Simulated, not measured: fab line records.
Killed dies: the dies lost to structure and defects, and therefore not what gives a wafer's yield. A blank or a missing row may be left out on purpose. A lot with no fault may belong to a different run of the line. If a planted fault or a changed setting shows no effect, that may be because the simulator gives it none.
fab line records -- flow n5-finfet
record lots=7, wafers=21
route steps=1938 shown BEOL_M5@1123 BEOL_M6@1194 BEOL_M7@1288
start-h: start of the lot's first displayed wafer, in hours after the record's first day -- wait-h: hours since the lot's step before -- " same as the row above -- L1.1+2: a row that stands for several wafers -- - no value, or no start was given -- * or withheld: withheld -- < > ~ a bound
route shown NAME@n: NAME is a module with steps in the file, n the number in the route of the first one -- usual: the fault-free wafers' mean and standard deviation -- same: alike in all rows -- chamber/n: place in a boat -- sites: readings site by site -- _std_site: the values' standard deviation -- _edge_site: mean of outer sites minus mean of inner sites -- radius-mm: for every site, how far away it sits from the centre of the wafer -- mask NAME#n: copy n -- behind: the last tool/chamber to shape the wafer -- hold: why the lot was held/for how many hours/how that ended -- device: whichever transistor did not switch (one of n, p or np) -- end of line: tests run on the same wafers once the route is complete -- a step with no rows: only its recipe -- killed: dies that structure and defects cost at the first sort, which is not the same as the wafer's yield -- map: the dies of a wafer, with x for killed, . for not killed, _ for no die there
set.NAME: the setting the step ran with; set.NAME@STEP: the setting that earlier step ran with -- model.NAME: the simulator's own value behind a step, which no gauge read
lots whose settings were changed on purpose; a table a step, a row a wafer
## steps
# step N5_BEOL_M5_EXPOSE_08
# recipe mask-id=M5, na=0.33, source-shape=annular, sigma-inner=0.4, sigma-outer=0.8, polarization=unpolarized, target-cd-nm=28, dose-mj=35.75
lot.wafer,tool,chamber,start-h,wait-h,mask,set.dose-mj
L077.4+5+6,euv-scanner-02,0,182.25,-,M5#0,35.75
L084.1+5+6,euv-scanner-02,0,224.08,-,M5#0,35.75
L085.1+6,euv-scanner-01,0,233.70,-,M5#0,35.75
L085.3,euv-scanner-01,0,233.70,-,M5#0,38.26
L087.1+5,euv-scanner-02,0,250.34,-,M5#0,34.84
L087.3,euv-scanner-02,0,250.34,-,M5#0,35.75
L091.1+4,euv-scanner-01,0,273.21,-,M5#0,35.75
L091.2,euv-scanner-01,0,273.21,-,M5#0,34.27
L090.1,euv-scanner-02,0,282.34,-,M5#0,35.75
L090.2+3,euv-scanner-02,0,282.34,-,M5#0,36.75
L093.2+3,euv-scanner-02,0,282.39,-,M5#0,34.06
L093.4,euv-scanner-02,0,282.39,-,M5#0,35.75
# step N5_BEOL_M5_PEB_09
# recipe peb-temp-c=100, peb-time-s=60, resist=CAR-EUV
# step N5_BEOL_M5_DEVELOP_10
# recipe develop-time-s=30, developer=TMAH, resist=CAR-EUV, rinse-liquid=surfactant-rinse, dry=air-spin, dev-temp-c=23
lot.wafer,tool,chamber,start-h,wait-h,set.spin-rpm@BEOL_M5_COAT_05,model.CAR-EUV_of_BEOL_M5_COAT_05.thk-nm
L077.4+5+6,litho-track-04,0,-,-,1500,29.6
L084.1+6,litho-track-05,0,-,-,1500,29.6
L084.5,litho-track-05,0,-,-,1500,29.4
L085.1+6,litho-track-04,0,-,-,1500,29.4
L085.3,litho-track-04,0,-,-,1608,28.4
L087.1+3,litho-track-01,0,-,-,1337,31.4
L087.5,litho-track-01,0,-,-,1500,29.6
L091.1,litho-track-05,0,-,-,1500,29.4
L091.2,litho-track-05,0,-,-,1361,30.8
L091.4,litho-track-05,0,-,-,1361,31
L090.1,litho-track-04,0,-,-,1604,28.6
L090.2+3,litho-track-04,0,-,-,1604,28.4
L093.2+3,litho-track-01,0,-,-,1434,30.2
L093.4,litho-track-01,0,-,-,1500,29.6
# step N5_BEOL_M5_CD_MEAS_11
# recipe target-cd-nm=27.74, landing-energy-ev=500, detector=se-inlens
# usual cd-nm=28.0/0.3
lot.wafer,tool,chamber,start-h,wait-h,set.dose-mj@BEOL_M5_EXPOSE_08,cd-nm
L077.4,cd-sem-01,0,182.36,-,35.75,28.2
L077.5,cd-sem-01,0,182.36,-,35.75,28.0
L077.6,cd-sem-01,0,182.36,-,35.75,27.9
L084.1,cd-sem-03,0,224.21,-,35.75,28.2
L084.5,cd-sem-03,0,224.21,-,35.75,28.2
L084.6,cd-sem-03,0,224.21,-,35.75,27.9
L085.1,cd-sem-02,0,233.82,-,35.75,27.5
L085.3,cd-sem-02,0,233.82,-,38.26,29.5
L085.6,cd-sem-02,0,233.82,-,35.75,27.6
L087.1,cd-sem-02,0,250.46,-,34.84,27.1
L087.3,cd-sem-02,0,250.46,-,35.75,28.2
L087.5,cd-sem-02,0,250.46,-,34.84,26.8
L091.1,cd-sem-01,0,273.34,-,35.75,28.2
L091.2,cd-sem-01,0,273.34,-,34.27,27.3
L091.4,cd-sem-01,0,273.34,-,35.75,28.0
L090.1,cd-sem-03,0,282.47,-,35.75,28.3
L090.2,cd-sem-03,0,282.47,-,36.75,29.2
L090.3,cd-sem-03,0,282.47,-,36.75,28.9
L093.2,cd-sem-01,0,282.51,-,34.06,26.4
L093.3,cd-sem-01,0,282.51,-,34.06,26.5
L093.4,cd-sem-01,0,282.51,-,35.75,27.8
# step N5_BEOL_M5_DESCUM_16
# recipe chemistry=O2, time-s=7, source-power-w=50, bias-power-w=20, pressure-mtorr=20, rf-frequency-hz=2.712e+07, temp-c=40, resist=CAR-EUV, o2-flow-sccm=225
lot.wafer,tool,chamber,start-h,wait-h,set.dose-mj@BEOL_M5_EXPOSE_08,model.BEOL_M5.cd-nm
L077.4,rie-diel-03,2,182.50,0.0,35.75,28.2
L077.5+6,rie-diel-03,"0,1",182.50,0.0,35.75,27.8
L084.1,rie-diel-01,2,224.52,0.2,35.75,28.4
L084.5+6,rie-diel-01,"2,0",224.52,0.2,35.75,28
L085.1,rie-diel-01,0,233.96,0.0,35.75,27.8
L085.3,rie-diel-01,1,233.96,0.0,38.26,29.6
L085.6,rie-diel-01,3,233.96,0.0,35.75,28
L087.1+5,rie-diel-06,"2,0",250.60,0.0,34.84,27.2
L087.3,rie-diel-06,1,250.60,0.0,35.75,28
L091.1,rie-diel-06,2,273.46,0.0,35.75,28.2
L091.2,rie-diel-06,0,273.46,0.0,34.27,27.2
L091.4,rie-diel-06,1,273.46,0.0,35.75,28
L090.1,rie-diel-01,1,282.67,0.1,35.75,28.2
L090.2+3,rie-diel-01,"3,2",282.67,0.1,36.75,29
L093.2,rie-diel-01,3,282.89,0.3,34.06,26.8
L093.3,rie-diel-01,1,282.89,0.3,34.06,26.6
L093.4,rie-diel-01,1,282.89,0.3,35.75,28
# step N5_BEOL_M5_ETCH_72
# recipe chemistry=N2/H2, target=underlayer, target-depth-a=65, mask-material=CAR-EUV, time-s=5.2, ion-energy-ev=200, pressure-mtorr=30, source-w=840, bias-w=150, n2-flow-sccm=200, h2-flow-sccm=200, ends=cleared
lot.wafer,tool,chamber,start-h,wait-h,set.dose-mj@BEOL_M5_EXPOSE_08,model.BEOL_M5.cd-nm
L077.4,rie-diel-03,2,182.53,0.0,35.75,28.2
L077.5,rie-diel-03,0,182.53,0.0,35.75,28
L077.6,rie-diel-03,1,182.53,0.0,35.75,27.8
L084.1,rie-diel-01,2,224.55,0.0,35.75,28.4
L084.5,rie-diel-01,2,224.55,0.0,35.75,28
L084.6,rie-diel-01,0,224.55,0.0,35.75,27.8
L085.1,rie-diel-01,0,233.99,0.0,35.75,27.8
L085.3,rie-diel-01,1,233.99,0.0,38.26,29.6
L085.6,rie-diel-01,3,233.99,0.0,35.75,28
L087.1,rie-diel-06,2,250.63,0.0,34.84,27.4
L087.3,rie-diel-06,1,250.63,0.0,35.75,28
L087.5,rie-diel-06,0,250.63,0.0,34.84,27
L091.1+4,rie-diel-06,"2,1",273.50,0.0,35.75,28.2
L091.2,rie-diel-06,0,273.50,0.0,34.27,27.2
L090.1,rie-diel-01,1,282.70,0.0,35.75,28.2
L090.2+3,rie-diel-01,"3,2",282.70,0.0,36.75,29
L093.2,rie-diel-01,3,282.93,0.0,34.06,26.8
L093.3,rie-diel-01,1,282.93,0.0,34.06,26.6
L093.4,rie-diel-01,1,282.93,0.0,35.75,28
# step N5_BEOL_M5_ETCH_61
# recipe chemistry=CF4, target=SiARC, target-depth-a=156, mask-material=CAR-EUV, time-s=26, ion-energy-ev=80, pressure-mtorr=40, source-w=545, bias-w=36, Ar_flow_sccm=100, cf4-flow-sccm=100, ends=cleared
lot.wafer,tool,chamber,start-h,wait-h,set.dose-mj@BEOL_M5_EXPOSE_08,model.BEOL_M5.cd-nm
L077.4,rie-diel-03,2,182.55,0.0,35.75,28.4
L077.5,rie-diel-03,0,182.55,0.0,35.75,28
L077.6,rie-diel-03,1,182.55,0.0,35.75,27.8
L084.1,rie-diel-01,2,224.57,0.0,35.75,28.6
L084.5,rie-diel-01,2,224.57,0.0,35.75,28.2
L084.6,rie-diel-01,0,224.57,0.0,35.75,27.8
L085.1,rie-diel-01,0,234.01,0.0,35.75,27.6
L085.3,rie-diel-01,1,234.01,0.0,38.26,29.4
L085.6,rie-diel-01,3,234.01,0.0,35.75,28
L087.1,rie-diel-06,2,250.65,0.0,34.84,27.4
L087.3,rie-diel-06,1,250.65,0.0,35.75,28.2
L087.5,rie-diel-06,0,250.65,0.0,34.84,27
L091.1+4,rie-diel-06,"2,1",273.51,0.0,35.75,28.2
L091.2,rie-diel-06,0,273.51,0.0,34.27,27
L090.1,rie-diel-01,1,282.72,0.0,35.75,28
L090.2+3,rie-diel-01,"3,2",282.72,0.0,36.75,29
L093.2,rie-diel-01,3,282.94,0.0,34.06,26.6
L093.3,rie-diel-01,1,282.94,0.0,34.06,26.4
L093.4,rie-diel-01,1,282.94,0.0,35.75,27.8
# step N5_BEOL_M5_ETCH_62
# recipe chemistry=N2/H2, target=SOC, target-depth-a=750, overetch-a=150, mask-material=SiARC, temp-c=40, time-s=112.5, ion-energy-ev=200, pressure-mtorr=30, source-w=840, bias-w=150, n2-flow-sccm=200, h2-flow-sccm=200
lot.wafer,tool,chamber,start-h,wait-h,set.dose-mj@BEOL_M5_EXPOSE_08,model.BEOL_M5.cd-nm
L077.4+5+6,rie-diel-03,"2,0,1",182.58,0.0,35.75,27.8
L084.1,rie-diel-01,2,224.60,0.0,35.75,28.6
L084.5,rie-diel-01,2,224.60,0.0,35.75,28.2
L084.6,rie-diel-01,0,224.60,0.0,35.75,27.6
L085.1+6,rie-diel-01,"0,3",234.04,0.0,35.75,27.8
L085.3,rie-diel-01,1,234.04,0.0,38.26,29.8
L087.1,rie-diel-06,2,250.68,0.0,34.84,27.6
L087.3,rie-diel-06,1,250.68,0.0,35.75,28
L087.5,rie-diel-06,0,250.68,0.0,34.84,27.2
L091.1,rie-diel-06,2,273.54,0.0,35.75,28.4
L091.2,rie-diel-06,0,273.54,0.0,34.27,27.2
L091.4,rie-diel-06,1,273.54,0.0,35.75,28
L090.1,rie-diel-01,1,282.75,0.0,35.75,28.4
L090.2,rie-diel-01,3,282.75,0.0,36.75,28.8
L090.3,rie-diel-01,2,282.75,0.0,36.75,29
L093.2,rie-diel-01,3,282.97,0.0,34.06,26.4
L093.3,rie-diel-01,1,282.97,0.0,34.06,26.8
L093.4,rie-diel-01,1,282.97,0.0,35.75,28.2
# step N5_BEOL_M5_STRIP_63
# recipe chemistry=N2/H2, temp-c=40, n2-flow-sccm=200, h2-flow-sccm=200, rf-frequency-hz=6e+07
# step N5_BEOL_M5_STRIP_73
# recipe chemistry=N2/H2, temp-c=40, n2-flow-sccm=200, h2-flow-sccm=200, rf-frequency-hz=6e+07
# step N5_BEOL_M5_STRIP_64
# recipe chemistry=CF4, resist=SiARC, power-w=300, bias-power-w=75, pressure-mtorr=50, cf4-flow-sccm=150, rf-frequency-hz=6e+07
# step N5_BEOL_M5_HM_OPEN_17
# recipe chemistry=Cl2/BCl3, target-depth-a=200, overetch-a=60, target=TiN, mask-material=SOC, ion-energy-ev=150, pressure-mtorr=10, icp-w=1000, bias-w=126, Cl2_flow_sccm=53.25, bcl3-flow-sccm=21.75, Ar_flow_sccm=25
lot.wafer,tool,chamber,start-h,wait-h,set.dose-mj@BEOL_M5_EXPOSE_08,model.BEOL_M5.cd-nm
L077.4+5+6,rie-metal-03,"1,1,0",182.78,0.1,35.75,27.6
L084.1,rie-metal-03,0,224.77,0.0,35.75,28.6
L084.5,rie-metal-03,0,224.77,0.0,35.75,28
L084.6,rie-metal-03,1,224.77,0.0,35.75,27.8
L085.1+6,rie-metal-01,0,234.21,0.0,35.75,28
L085.3,rie-metal-01,1,234.21,0.0,38.26,29.6
L087.1,rie-metal-02,0,250.84,0.0,34.84,27.8
L087.3,rie-metal-02,1,250.84,0.0,35.75,28.2
L087.5,rie-metal-02,1,250.84,0.0,34.84,27.4
L091.1,rie-metal-01,1,273.71,0.0,35.75,28.4
L091.2,rie-metal-01,0,273.71,0.0,34.27,27.4
L091.4,rie-metal-01,1,273.71,0.0,35.75,27.8
L090.1,rie-metal-01,0,282.91,0.0,35.75,28.6
L090.2,rie-metal-01,1,282.91,0.0,36.75,28.8
L090.3,rie-metal-01,0,282.91,0.0,36.75,29
L093.2,rie-metal-02,1,283.14,0.0,34.06,26.6
L093.3,rie-metal-02,1,283.14,0.0,34.06,26.8
L093.4,rie-metal-02,0,283.14,0.0,35.75,28.4
# step N5_BEOL_M5_STRIP_19
# recipe chemistry=O2, power-w=400, temp-c=40, pressure-mtorr=30, rf-frequency-hz=6e+07, bias-power-w=0, overash-fraction=0.2, o2-flow-sccm=225
# step N5_BEOL_M5_CD_MEAS_18
# recipe pitch-nm=56, target-cd-nm=28
# usual cd-nm=28.0/0.36
lot.wafer,tool,chamber,start-h,wait-h,set.dose-mj@BEOL_M5_EXPOSE_08,cd-nm
L077.4,cd-sem-03,-,182.93,0.1,35.75,27.7
L077.5,cd-sem-03,-,182.93,0.1,35.75,27.6
L077.6,cd-sem-03,-,182.93,0.1,35.75,28.0
L084.1,cd-sem-01,-,224.95,0.0,35.75,28.3
L084.5,cd-sem-01,-,224.95,0.0,35.75,28.1
L084.6,cd-sem-01,-,224.95,0.0,35.75,27.5
L085.1,cd-sem-02,-,234.39,0.0,35.75,28.0
L085.3,cd-sem-02,-,234.39,0.0,38.26,29.6
L085.6,cd-sem-02,-,234.39,0.0,35.75,28.0
L087.1,cd-sem-02,-,251.02,0.0,34.84,27.8
L087.3,cd-sem-02,-,251.02,0.0,35.75,27.9
L087.5,cd-sem-02,-,251.02,0.0,34.84,27.8
L091.1,cd-sem-02,-,273.89,0.0,35.75,28.7
L091.2,cd-sem-02,-,273.89,0.0,34.27,27.4
L091.4,cd-sem-02,-,273.89,0.0,35.75,28.2
L090.1,cd-sem-01,-,283.15,0.0,35.75,28.7
L090.2,cd-sem-01,-,283.15,0.0,36.75,29.2
L090.3,cd-sem-01,-,283.15,0.0,36.75,28.9
L093.2,cd-sem-01,-,283.34,0.1,34.06,26.3
L093.3,cd-sem-01,-,283.34,0.1,34.06,26.7
L093.4,cd-sem-01,-,283.34,0.1,35.75,28.4
# step N5_BEOL_M5_COAT_65
# recipe resist=SOC, temp-c=250, time-s=60, spin-rpm=1500, resist-thk-nm=60
# step N5_BEOL_M5_COAT_66
# recipe resist=SiARC, temp-c=220, time-s=60, spin-rpm=1500, resist-thk-nm=12
# step N5_BEOL_M5_STRIP_36
# recipe chemistry=N2/H2, power-w=450, temp-c=40, pressure-mtorr=20, rf-frequency-hz=6e+07, overash-fraction=0.3, bias-power-w=7, h2-frac=0.5, n2-flow-sccm=200, h2-flow-sccm=200
# step N5_BEOL_M5_TRENCH_ETCH_37
# recipe chemistry=C4F6/O2, target-depth-a=716.52, target=SiCOH_lowk, time-s=24.7, ion-energy-ev=250, pressure-mtorr=30, source-w=345, bias-w=185, Ar_flow_sccm=300, C4F6_flow_sccm=10, O2_flow_sccm=10
# step N5_BEOL_M5_ETCH_41
# recipe chemistry=CH3F/O2, target=SiCN, target-depth-a=315, taper-deg=2, time-s=56.7, ion-energy-ev=120, mask-material=TiN, pressure-mtorr=30, source-w=395, bias-w=75, Ar_flow_sccm=150, CH3F_flow_sccm=30, O2_flow_sccm=20
lot.wafer,tool,chamber,start-h,wait-h,set.dose-mj@BEOL_M5_EXPOSE_08,model.BEOL_M5.cd-nm
L077.4+5+6,rie-diel-01,"0,2,3",-,-,35.75,27.6
L084.1,rie-diel-06,1,-,-,35.75,28.6
L084.5,rie-diel-06,3,-,-,35.75,28
L084.6,rie-diel-06,0,-,-,35.75,27.6
L085.1+6,rie-diel-03,0,-,-,35.75,28
L085.3,rie-diel-03,2,-,-,38.26,29.4
L087.1,rie-diel-06,3,-,-,34.84,27.6
L087.3,rie-diel-06,1,-,-,35.75,28.2
L087.5,rie-diel-06,0,-,-,34.84,27.4
L091.1,rie-diel-03,0,-,-,35.75,28.4
L091.2,rie-diel-03,3,-,-,34.27,27.2
L091.4,rie-diel-03,1,-,-,35.75,27.6
L093.2,rie-diel-03,0,-,-,34.06,26.6
L093.3,rie-diel-03,1,-,-,34.06,26.8
L093.4,rie-diel-03,2,-,-,35.75,28
L090.1,rie-diel-03,1,-,-,35.75,28.4
L090.2,rie-diel-03,2,-,-,36.75,28.4
L090.3,rie-diel-03,0,-,-,36.75,28.8
# step N5_BEOL_M6_ILD_DEP_00
# recipe material=SiCOH_lowk, target-thk-a=1797.5, temp-c=300, precursor=DEMS/porogen, pressure-torr=5, rf-w=500, time-s=33.4
lot.wafer,tool,chamber,start-h,wait-h,set.time-s,model.SiCOH_lowk_of_BEOL_M6_ILD_DEP_00.thk-nm
L077.4,pecvd-03,0,192.76,0.1,33.4,181.6
L077.5,pecvd-03,2,192.76,0.1,33.4,180.4
L077.6,pecvd-03,1,192.76,0.1,33.4,181.4
L084.1,pecvd-03,1,233.79,0.0,36.52,192.4
L084.5,pecvd-03,2,233.79,0.0,36.52,199.8
L084.6,pecvd-03,1,233.79,0.0,33.4,180
L085.1,pecvd-04,0,252.84,0.0,33.4,177
L085.3,pecvd-04,1,252.84,0.0,33.4,175.2
L085.6,pecvd-04,1,252.84,0.0,29.82,154.8
L087.1,pecvd-01,2,262.46,0.0,33.4,175.6
L087.3,pecvd-01,1,262.46,0.0,37.97,201.4
L087.5,pecvd-01,2,262.46,0.0,33.4,177.8
L091.1,pecvd-03,2,284.20,0.0,30.99,164.6
L091.2,pecvd-03,1,284.20,0.0,30.99,159.4
L091.4,pecvd-03,1,284.20,0.0,33.4,174.2
L093.2,pecvd-03,2,292.86,0.0,33.4,177.8
L093.3,pecvd-03,2,292.86,0.0,33.4,181.4
L093.4,pecvd-03,1,292.86,0.0,33.4,178.2
L090.1,pecvd-04,2,293.34,0.0,33.4,176
L090.2,pecvd-04,0,293.34,0.0,33.4,174.6
L090.3,pecvd-04,1,293.34,0.0,33.4,170.2
# step N5_BEOL_M6_CURE_74
# recipe temp-c=385, time-s=240, ambient=He/Ar, material=SiCOH_lowk
lot.wafer,tool,chamber,start-h,wait-h,set.time-s@BEOL_M6_ILD_DEP_00,model.SiCOH_lowk_of_BEOL_M6_ILD_DEP_00.thk-nm
L077.4,uv-cure-02,2,193.04,0.3,33.4,156.6
L077.5,uv-cure-02,2,193.04,0.3,33.4,155.6
L077.6,uv-cure-02,2,193.04,0.3,33.4,156.4
L084.1,uv-cure-03,1,233.85,0.0,36.52,166
L084.5,uv-cure-03,1,233.85,0.0,36.52,172.6
L084.6,uv-cure-03,1,233.85,0.0,33.4,155.2
L085.1,uv-cure-03,2,252.93,0.1,33.4,152.6
L085.3,uv-cure-03,2,252.93,0.1,33.4,151
L085.6,uv-cure-03,2,252.93,0.1,29.82,133.2
L087.1,uv-cure-03,2,262.52,0.0,33.4,151.4
L087.3,uv-cure-03,2,262.52,0.0,37.97,174
L087.5,uv-cure-03,2,262.52,0.0,33.4,153.4
L091.1,uv-cure-01,0,284.29,0.1,30.99,141.8
L091.2,uv-cure-01,0,284.29,0.1,30.99,137.4
L091.4,uv-cure-01,0,284.29,0.1,33.4,150.2
L093.2,uv-cure-02,1,293.02,0.1,33.4,153.4
L093.3,uv-cure-02,1,293.02,0.1,33.4,156.6
L093.4,uv-cure-02,1,293.02,0.1,33.4,153.6
L090.1,uv-cure-03,0,293.41,0.0,33.4,151.8
L090.2,uv-cure-03,0,293.41,0.0,33.4,150.6
L090.3,uv-cure-03,0,293.41,0.0,33.4,146.8
# step N5_BEOL_M6_THK_MEAS_01
# recipe reads=SiCOH_lowk_of_BEOL_M6_ILD_DEP_00
# usual M6_ILD_THK=153.3/2.5
lot.wafer,tool,chamber,start-h,wait-h,set.time-s@BEOL_M6_ILD_DEP_00,M6_ILD_THK[nm]
L077.4,film-metro-02,-,193.32,0.2,33.4,156.6
L077.5,film-metro-02,-,193.32,0.2,33.4,155.6
L077.6,film-metro-02,-,193.32,0.2,33.4,156.6
L084.1,film-metro-02,-,234.85,0.8,36.52,165.9
L084.5,film-metro-02,-,234.85,0.8,36.52,172.5
L084.6,film-metro-02,-,234.85,0.8,33.4,155.0
L085.1,film-metro-01,-,253.44,0.4,33.4,152.6
L085.3,film-metro-01,-,253.44,0.4,33.4,151.0
L085.6,film-metro-01,-,253.44,0.4,29.82,133.3
L087.1,film-metro-02,-,263.04,0.4,33.4,151.5
L087.3,film-metro-02,-,263.04,0.4,37.97,174.1
L087.5,film-metro-02,-,263.04,0.4,33.4,153.3
L091.1,film-metro-01,-,284.80,0.4,30.99,141.9
L091.2,film-metro-01,-,284.80,0.4,30.99,137.4
L091.4,film-metro-01,-,284.80,0.4,33.4,150.3
L093.2,film-metro-02,-,293.46,0.4,33.4,153.3
L093.3,film-metro-02,-,293.46,0.4,33.4,156.7
L093.4,film-metro-02,-,293.46,0.4,33.4,153.5
L090.1,film-metro-02,-,293.92,0.4,33.4,151.9
L090.2,film-metro-02,-,293.92,0.4,33.4,150.3
L090.3,film-metro-02,-,293.92,0.4,33.4,146.7
# step N5_BEOL_M6_COAT_05
# recipe resist=CAR-ArF, spin-rpm=1500, resist-thk-nm=90
lot.wafer,tool,chamber,start-h,wait-h,set.spin-rpm,model.CAR-ArF_of_BEOL_M6_COAT_05.thk-nm
L077.4+6,litho-track-04,0,-,-,1500,90.2
L077.5,litho-track-04,0,-,-,1500,90
L084.1,litho-track-02,0,-,-,1543,88.8
L084.5,litho-track-02,0,-,-,1500,90.2
L084.6,litho-track-02,0,-,-,1500,89.8
L085.1,litho-track-03,0,-,-,1500,90
L085.3,litho-track-03,0,-,-,1500,89.4
L085.6,litho-track-03,0,-,-,1575,87.8
L087.1,litho-track-02,0,-,-,1500,90.4
L087.3,litho-track-02,0,-,-,1500,90
L087.5,litho-track-02,0,-,-,1606,87
L091.1+2,litho-track-02,0,-,-,1365,94.6
L091.4,litho-track-02,0,-,-,1500,90
L093.2,litho-track-02,0,-,-,1500,90
L093.3,litho-track-02,0,-,-,1597,87.4
L093.4,litho-track-02,0,-,-,1500,90.2
L090.1,litho-track-02,0,-,-,1500,89.8
L090.2,litho-track-02,0,-,-,1500,90.2
L090.3,litho-track-02,0,-,-,1337,95.4
# step N5_BEOL_M6_EBR_07
# recipe solvent=PGMEA, ebr-width-mm=1.5
# step N5_BEOL_M6_SOFTBAKE_06
# recipe temp-c=110, time-s=60, resist=CAR-ArF
# step N5_BEOL_M6_DESCUM_16
# recipe chemistry=O2, time-s=7.9, source-power-w=50, bias-power-w=20, pressure-mtorr=20, rf-frequency-hz=2.712e+07, temp-c=40, resist=CAR-ArF, o2-flow-sccm=225
lot.wafer,tool,chamber,start-h,wait-h,set.spin-rpm@BEOL_M6_COAT_05,model.CAR-ArF_of_BEOL_M6_COAT_05.thk-nm
L077.4+5+6,rie-diel-02,"3,3,0",194.55,0.3,1500,83.6
L084.1,rie-diel-04,3,237.03,1.1,1543,82.4
L084.5,rie-diel-04,0,237.03,1.1,1500,83.6
L084.6,rie-diel-04,2,237.03,1.1,1500,83.4
L085.1,rie-diel-02,3,256.90,0.0,1500,83.6
L085.3,rie-diel-02,0,256.90,0.0,1500,82.8
L085.6,rie-diel-02,2,256.90,0.0,1575,81.2
L087.1,rie-diel-04,0,264.01,0.1,1500,83.8
L087.3,rie-diel-04,1,264.01,0.1,1500,83.4
L087.5,rie-diel-04,1,264.01,0.1,1606,80.4
L091.1+2,rie-diel-04,"0,1",286.24,0.0,1365,88
L091.4,rie-diel-04,3,286.24,0.0,1500,83.6
L093.2,rie-diel-02,0,295.50,1.0,1500,83.4
L093.3,rie-diel-02,1,295.50,1.0,1597,81
L093.4,rie-diel-02,0,295.50,1.0,1500,83.6
L090.1,rie-diel-04,3,296.71,0.5,1500,83.4
L090.2,rie-diel-04,0,296.71,0.5,1500,83.6
L090.3,rie-diel-04,1,296.71,0.5,1337,88.8
# step N5_BEOL_M6_ETCH_61
# recipe chemistry=CF4, target=SiARC, target-depth-a=455, mask-material=CAR-ArF, time-s=75.8, ion-energy-ev=80, pressure-mtorr=40, source-w=545, bias-w=36, Ar_flow_sccm=100, cf4-flow-sccm=100, ends=cleared
lot.wafer,tool,chamber,start-h,wait-h,set.spin-rpm@BEOL_M6_COAT_05,model.CAR-ArF_of_BEOL_M6_COAT_05.thk-nm
L077.4+6,rie-diel-02,"3,0",194.59,0.0,1500,51
L077.5,rie-diel-02,3,194.59,0.0,1500,50.8
L084.1,rie-diel-04,3,237.06,0.0,1543,49.8
L084.5,rie-diel-04,0,237.06,0.0,1500,51.2
L084.6,rie-diel-04,2,237.06,0.0,1500,50.8
L085.1,rie-diel-02,3,256.93,0.0,1500,51.2
L085.3,rie-diel-02,0,256.93,0.0,1500,50.4
L085.6,rie-diel-02,2,256.93,0.0,1575,48.8
L087.1,rie-diel-04,0,264.05,0.0,1500,51.4
L087.3,rie-diel-04,1,264.05,0.0,1500,50.8
L087.5,rie-diel-04,1,264.05,0.0,1606,48
L091.1,rie-diel-04,0,286.27,0.0,1365,55.6
L091.2,rie-diel-04,1,286.27,0.0,1365,55.4
L091.4,rie-diel-04,3,286.27,0.0,1500,51.2
L093.2+4,rie-diel-02,0,295.54,0.0,1500,50.8
L093.3,rie-diel-02,1,295.54,0.0,1597,48.4
L090.1,rie-diel-04,3,296.75,0.0,1500,50.8
L090.2,rie-diel-04,0,296.75,0.0,1500,51.2
L090.3,rie-diel-04,1,296.75,0.0,1337,56.2
# step N5_BEOL_M7_COAT_64
# recipe resist=SiARC, temp-c=220, time-s=60, spin-rpm=1500, resist-thk-nm=12
lot.wafer,tool,chamber,start-h,wait-h,set.spin-rpm,model.SiARC_of_BEOL_M7_COAT_64.thk-nm
L077.4+5+6,litho-track-01,0,-,-,1500,12
L084.1+5,litho-track-01,0,-,-,1454,12.2
L084.6,litho-track-01,0,-,-,1500,12
L085.1,litho-track-01,0,-,-,1577,11.8
L085.3,litho-track-01,0,-,-,1577,11.6
L085.6,litho-track-01,0,-,-,1500,12
L087.1,litho-track-01,0,-,-,1631,11.6
L087.3+5,litho-track-01,0,-,-,1500,12
L091.1+2+4,litho-track-01,0,-,-,1500,12
L090.1+2,litho-track-01,0,-,-,1617,11.6
L090.3,litho-track-01,0,-,-,1500,12
L093.2+3+4,litho-track-05,0,-,-,1500,12
## key
split step=N5_BEOL_M5_EXPOSE_08, setting=dose-mj, stated=35.75, by=wafer
response step=N5_BEOL_M5_CD_MEAS_11, reading=cd-nm, change=+0.277, per=1%, r=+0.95
response step=N5_BEOL_M5_DESCUM_16, reading=model.BEOL_M5.cd-nm, change=+0.253, per=1%, r=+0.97
response step=N5_BEOL_M5_ETCH_72, reading=model.BEOL_M5.cd-nm, change=+0.257, per=1%, r=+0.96
response step=N5_BEOL_M5_ETCH_61, reading=model.BEOL_M5.cd-nm, change=+0.269, per=1%, r=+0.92
response step=N5_BEOL_M5_ETCH_62, reading=model.BEOL_M5.cd-nm, change=+0.278, per=1%, r=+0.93
response step=N5_BEOL_M5_HM_OPEN_17, reading=model.BEOL_M5.cd-nm, change=+0.238, per=1%, r=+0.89
response step=N5_BEOL_M5_CD_MEAS_18, reading=cd-nm, change=+0.249, per=1%, r=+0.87
response step=N5_BEOL_M5_ETCH_41, reading=model.BEOL_M5.cd-nm, change=+0.21, per=1%, r=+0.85
split step=N5_BEOL_M6_ILD_DEP_00, setting=time-s, stated=33.4, by=wafer
response step=N5_BEOL_M6_ILD_DEP_00, reading=model.SiCOH_lowk_of_BEOL_M6_ILD_DEP_00.thk-nm, change=+1.82, per=1%, r=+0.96
response step=N5_BEOL_M6_CURE_74, reading=model.SiCOH_lowk_of_BEOL_M6_ILD_DEP_00.thk-nm, change=+1.59, per=1%, r=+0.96
response step=N5_BEOL_M6_THK_MEAS_01, reading=M6_ILD_THK, change=+1.6, per=1%, r=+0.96
split step=N5_BEOL_M6_COAT_05, setting=spin-rpm, stated=1500, by=wafer
response step=N5_BEOL_M6_COAT_05, reading=model.CAR-ArF_of_BEOL_M6_COAT_05.thk-nm, change=-0.472, per=1%, r=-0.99
response step=N5_BEOL_M6_DESCUM_16, reading=model.CAR-ArF_of_BEOL_M6_COAT_05.thk-nm, change=-0.46, per=1%, r=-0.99
response step=N5_BEOL_M6_ETCH_61, reading=model.CAR-ArF_of_BEOL_M6_COAT_05.thk-nm, change=-0.451, per=1%, r=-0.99
split step=N5_BEOL_M7_COAT_64, setting=spin-rpm, stated=1500, by=wafer
response step=N5_BEOL_M7_COAT_64, reading=model.SiARC_of_BEOL_M7_COAT_64.thk-nm, change=-0.0507, per=1%, r=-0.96
split outside-this-file step=N5_BEOL_M5_COAT_05 setting=spin-rpm
# split outside-this-file: this setting was split too, and the file shows its column; the key of that split is in another file
